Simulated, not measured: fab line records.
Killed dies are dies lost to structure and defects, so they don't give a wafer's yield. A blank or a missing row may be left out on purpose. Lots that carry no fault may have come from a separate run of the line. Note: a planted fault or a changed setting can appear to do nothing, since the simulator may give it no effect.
Matching of chambers | flow nand-harc | cmp-02 running NHARC_A_M1_CMP_23: 4 sister chambers
The step polishes, t overpolish 20 s, target thk 154.34 nm. 4 wafers are shown with their chamber, then 9 later ones without.

EACH WAFER AND ITS CHAMBER
wafer  | chamber | motor-current-A (A)
L084.5 | 1       | 12.6
L086.1 | 0       | 11.2
L086.2 | 3       | 11.9
L086.3 | 2       | 12.1

WAFERS WITH NO CHAMBER GIVEN
wafer  | motor-current-A (A)
L090.2 | 13.4
L090.4 | 11.6
L090.5 | 12.2
L095.2 | 11.1
L095.5 | 12.1
L095.6 | 11.5
L094.1 | 12.0
L094.2 | 10.9
L094.3 | 10.9

EACH ONE'S CHAMBER
wafer  | from the rows above          | in truth
L090.2 | can't be placed: 1 or 2      | 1
L090.4 | can't be placed: 3 or 0 or 2 | 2
L090.5 | can't be placed: 2 or 3 or 1 | 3
L095.2 | 0                            | 0
L095.5 | can't be placed: 2 or 3 or 1 | 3
L095.6 | can't be placed: 0 or 3 or 2 | 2
L094.1 | can't be placed: 2 or 3 or 1 | 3
L094.2 | 0                            | 0
L094.3 | 0                            | 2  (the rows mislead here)
Correct placement for 2 of the 9. From these rows, 6 cannot be placed; in 6 the true chamber is one of the candidates. Placed wrongly: 1.
How it was worked out, from the rows above alone: a wafer's distance from a chamber is the root of the sum, over the readings, of the square of ((its reading less the chamber's mean) divided by the reading's scatter). The wafer belongs to the nearest chamber; if the next one is less than 2 further off, it can't be placed. A chamber's mean is the mean of its shown wafers. The scatter: root of mean squared gap, hidden wafer to nearest shown wafer, with one shown wafer a chamber.
